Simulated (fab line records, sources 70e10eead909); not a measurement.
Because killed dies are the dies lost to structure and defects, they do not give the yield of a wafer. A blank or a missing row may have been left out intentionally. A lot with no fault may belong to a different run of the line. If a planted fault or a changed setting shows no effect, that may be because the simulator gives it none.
Problem report in the 8D (eight disciplines) form, filled by code || flow nand-harc || the parts of the form that need people (team, actions taken, sign-off) are left out

1. WHAT WENT WRONG
thk-nm at NHARC_A_ONON_D1_THK_MEAS_14 reads a mean of 1576 nm on 6 wafers of 2 lots; wafers without a fault read 999 nm with a standard deviation of 9.8. That is +59 standard deviations from the usual mean.
The step: measures by ellipsometry.
First observed at day 12 23:46: wafer L534.2, on film-metro-02. At this step, 42 wafers from 14 lots have a number in the record. Rule for "out" (also "out of limits"): further than 4 standard deviations from the usual mean. Any other wafer with a number is counted as sound.

2. WHAT IT IS AND WHAT IT IS NOT
{"question": "which readings at this step", "is": "thk-nm", "is not": "-"}
{"question": "which lots", "is": "L534, L535", "is not": "L522, L523, L524, L525, L528, L529, L530, L538, L542, L543, L544, L545"}
{"question": "which wafers of those lots", "is": "all that have a number", "is not": "-"}
{"question": "read on which gauges", "is": "film-metro-01, film-metro-02", "is not": "-"}
{"question": "when", "is": "from day 12 23:46", "is not": "up to then (21 sound wafers); but 15 sound wafers of L538, L542, L543, L544, L545 came after"}

3. SUSPECTS, AND WHAT RULES EACH OUT
Counting: a tool at any process step up to the reading remains a suspect when it ran all the lots that are out and ran no sound lot after the first of those.
- the gauge at NHARC_A_ONON_D1_THK_MEAS_14 is ruled out. Those wafers that are out were read across 2 gauges (film-metro-01, film-metro-02).
- pecvd-onon-04 at NHARC_A_ONON_D1_DEP_12 (target thk 1000 nm): ruled out as a lasting fault. The sound lots L543, L545 went through it after L534, its earliest lot that is out (day 12 23:19).
Left after counting: nothing in the record.

4. THE CAUSE (what the simulator had put in)
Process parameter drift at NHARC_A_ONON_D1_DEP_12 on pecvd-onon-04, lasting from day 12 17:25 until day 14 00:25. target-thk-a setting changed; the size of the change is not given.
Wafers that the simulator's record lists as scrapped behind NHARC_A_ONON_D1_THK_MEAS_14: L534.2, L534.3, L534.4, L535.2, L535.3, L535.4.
It was ruled out by counting, in error; the rule expects a fault to strike all lots run on its tool from its start on, and this fault did not.

5. THE CHAIN OF EFFECTS, in route order
Each row: a reading where the mean over the struck wafers with a number is more than 3 standard deviations away from the usual. Only readings whose record carries a usual standard deviation are examined. hours: median over the lots of the time between each lot's start at the first step of this table that gives one and its start at this step. sigmas: the change, counted in usual standard deviations.
{"hours": 0, "step": "NHARC_A_ONON_D1_THK_MEAS_14", "reading": "thk-nm", "usual": "999 nm", "on struck wafers": 1576, "change": "+577", "sigmas": "+59"}

6. WHAT WOULD HAVE CAUGHT IT SOONER
The first out-of-limits reading at a measuring or inspecting step in this record came at day 12 23:46, 6 hours after the fault's start at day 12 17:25.
